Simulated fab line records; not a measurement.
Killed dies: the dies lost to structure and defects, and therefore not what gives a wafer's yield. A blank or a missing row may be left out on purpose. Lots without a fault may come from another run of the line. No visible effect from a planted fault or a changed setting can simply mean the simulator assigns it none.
Matching of chambers -- flow nand_harc -- cmp-01 running NHARC_P_M2_CMP_23: 3 sister chambers
The step polishes, t overpolish 20 s, target thk 144.3 nm. 16 wafers are shown with their chamber, then 6 later ones without.

## WAFERS PAIRED WITH THEIR CHAMBERS
wafer,chamber,motor_current_A (A),time_to_endpoint_s (s)
L074.2,2,12.0,29.3
L074.4,1,12.3,24.8
L074.6,2,11.3,27.8
L075.1,2,11.8,31.3
L075.3,1,12.9,30.0
L075.6,3,12.0,28.4
L079.1,2,11.7,32.6
L079.4,1,12.8,28.4
L079.6,2,12.1,29.8
L082.4,1,12.8,29.0
L082.5,2,12.5,30.8
L082.6,3,11.7,29.3
L085.2,2,12.0,30.3
L085.3,3,11.5,27.2
L085.5,2,11.5,29.5
L088.1,1,12.4,31.4

SIGNATURES (means of the wafers above)
reading,chamber 1,chamber 2,chamber 3,scatter within a chamber
motor_current_A,12.640,11.863,11.733,0.328
time_to_endpoint_s,28.720,30.175,28.300,1.78
Rule: distance of a wafer from a chamber = root of the sum over the readings of ((wafer's reading minus chamber's mean) / reading's scatter) squared. If the next closest chamber is less than 2 further off than the closest, the wafer can't be placed; otherwise it belongs to the closest. The scatter: take each reading less its chamber's mean, square it, sum over the shown wafers, divide by the number of wafers less the number of chambers, and take the root.

## WAFERS WHOSE CHAMBER IS MISSING
wafer,motor_current_A (A),time_to_endpoint_s (s)
L088.3,11.2,31.5
L088.6,11.8,31.5
L096.4,11.2,32.1
L096.5,11.5,29.0
L097.3,13.1,29.3
L097.4,11.7,31.2

## CHAMBER TAKEN BY EACH
wafer,from the rows above,in truth
L088.3,can't be placed: 2 or 3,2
L088.6,can't be placed: 2 or 3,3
L096.4,can't be placed: 2 or 3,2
L096.5,can't be placed: 3 or 2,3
L097.3,1,1
L097.4,can't be placed: 2 or 3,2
1 of 6 placed correctly. Can't be placed from these rows: 5 (the true chamber is among the candidates in 5). Placed wrongly: 0.
